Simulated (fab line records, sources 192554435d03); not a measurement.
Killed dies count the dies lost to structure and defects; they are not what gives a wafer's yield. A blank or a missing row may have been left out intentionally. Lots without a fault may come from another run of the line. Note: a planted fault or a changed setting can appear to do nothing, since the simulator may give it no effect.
Split-lot trial    flow n5Finfet    39 wafers read from 7 lots, route of 1938 steps

ABOUT THE SPLIT
At N5_MOL_CONTACT_COAG_SPUTTER_143 (material Co, target thk 2.5 nm), the setting targetThkA was moved away from the recipe's 25 angstrom on 9 of the 39 wafers read, by -14.1% to +6.2%. This setting was run at the recipe's value on the other wafers.

Reading taken at the split's own step.

THE READING
Co_of_MOL_CONTACT_COAG_SPUTTER_143.thkNm (the simulator's own value, which no gauge read), in nm, at N5_MOL_CONTACT_COAG_SPUTTER_143 (material Co, target thk 2.5 nm). No usual value for it is given in the file. The 30 wafers here that ran the recipe average 2.5 nm, standard deviation 0.1 nm.

wafer   tool, chamber at the split  targetThkA as run, angstrom  against the recipe  Co_of_MOL_CONTACT_COAG_SPUTTER_143.thkNm, nm  against lot-mates on the recipe
L078.1  pvdSputter-01, -            25                           recipe              2.4                                           -
L078.2  pvdSputter-01, -            25                           recipe              2.4                                           -
L078.3  pvdSputter-01, -            25                           recipe              2.4                                           -
L078.4  pvdSputter-01, -            25                           recipe              2.6                                           -
L078.5  pvdSputter-01, -            25                           recipe              2.6                                           -
L078.6  pvdSputter-01, -            25                           recipe              2.6                                           -
L082.1  pvdSputter-03, -            21.48                        -14.1%              2.2                                           -0.4
L082.5  pvdSputter-03, -            21.48                        -14.1%              2.2                                           -0.4
L082.6  pvdSputter-03, -            21.48                        -14.1%              2.2                                           -0.4
L082.2  pvdSputter-03, -            25                           recipe              2.6                                           -
L082.3  pvdSputter-03, -            25                           recipe              2.6                                           -
L082.4  pvdSputter-03, -            25                           recipe              2.6                                           -
L084.1  pvdSputter-02, -            25                           recipe              2.6                                           -
L084.2  pvdSputter-02, -            25                           recipe              2.6                                           -
L084.3  pvdSputter-02, -            25                           recipe              2.6                                           -
L084.4  pvdSputter-02, -            25                           recipe              2.6                                           -
L084.5  pvdSputter-02, -            25                           recipe              2.6                                           -
L084.6  pvdSputter-02, -            25                           recipe              2.6                                           -
L086.1  pvdSputter-01, -            25                           recipe              2.4                                           -
L086.2  pvdSputter-01, -            25                           recipe              2.4                                           -
L086.3  pvdSputter-01, -            25                           recipe              2.4                                           -
L086.4  pvdSputter-01, -            25                           recipe              2.4                                           -
L086.5  pvdSputter-01, -            25                           recipe              2.4                                           -
L086.6  pvdSputter-01, -            25                           recipe              2.4                                           -
L087.1  pvdSputter-01, -            25                           recipe              2.4                                           -
L087.3  pvdSputter-01, -            25                           recipe              2.4                                           -
L087.4  pvdSputter-01, -            25                           recipe              2.4                                           -
L087.2  pvdSputter-01, -            22.52                        -9.9%               2.2                                           -0.2
L087.5  pvdSputter-01, -            22.52                        -9.9%               2.2                                           -0.2
L087.6  pvdSputter-01, -            22.52                        -9.9%               2.2                                           -0.2
L088.1  pvdSputter-03, -            26.54                        +6.2%               2.8                                           +0.2
L088.4  pvdSputter-03, -            26.54                        +6.2%               2.8                                           +0.2
L088.5  pvdSputter-03, -            26.54                        +6.2%               2.8                                           +0.2
L088.2  pvdSputter-03, -            25                           recipe              2.6                                           -
L088.3  pvdSputter-03, -            25                           recipe              2.6                                           -
L088.6  pvdSputter-03, -            25                           recipe              2.6                                           -
L093.4  pvdSputter-03, -            25                           recipe              2.4                                           -
L093.5  pvdSputter-03, -            25                           recipe              2.4                                           -
L093.6  pvdSputter-03, -            25                           recipe              2.4                                           -

THE FIT
A straight line over all 39 wafers: Co_of_MOL_CONTACT_COAG_SPUTTER_143.thkNm changes by +0.0278 nm for each +1% of targetThkA; r = +0.81; the points scatter about the line by 0.1 nm.
The same after taking each lot's own level away (the mean of its wafers on the recipe; 39 wafers): +0.0268 nm for each +1%; r = +0.95; scatter 0.046 nm.
Per that fit: largest targetThkA move, reading shift of 0.38 nm.
From 2.40 to 2.60 nm: that is the span of the lots' own levels, equal to 2.0 times the standard deviation above.
Hence the lot-to-lot level has little effect on the slope; both slopes agree.
Check: with one of the wafers moved furthest among these (-14.1%) left out of the fit, the line predicts -0.364 nm for it against its lot-mates. It came out at -0.4 nm against them.

OTHER SPLITS APPLIED TO THESE WAFERS
These wafers also went through other splits before the reading. Each is held against what the fit with the lots' levels taken away leaves over:
other split on the same wafers   wafers away from the commonest value  r with Co_of_MOL_CONTACT_COAG_SPUTTER_143.thkNm (lot level and that fit taken away)
N5_FIN_CUT_ETCH_21 timeS         15                                    +0.12
N5_DUMMY_GATE_ETCH_32 timeS      12                                    -0.15
N5_SD_EPI_P_EPI_21 pressureTorr  18                                    -0.12

THE FILE'S OWN FIT
Co_of_MOL_CONTACT_COAG_SPUTTER_143.thkNm changes by +0.0264 nm for each +1% of targetThkA, r = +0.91.
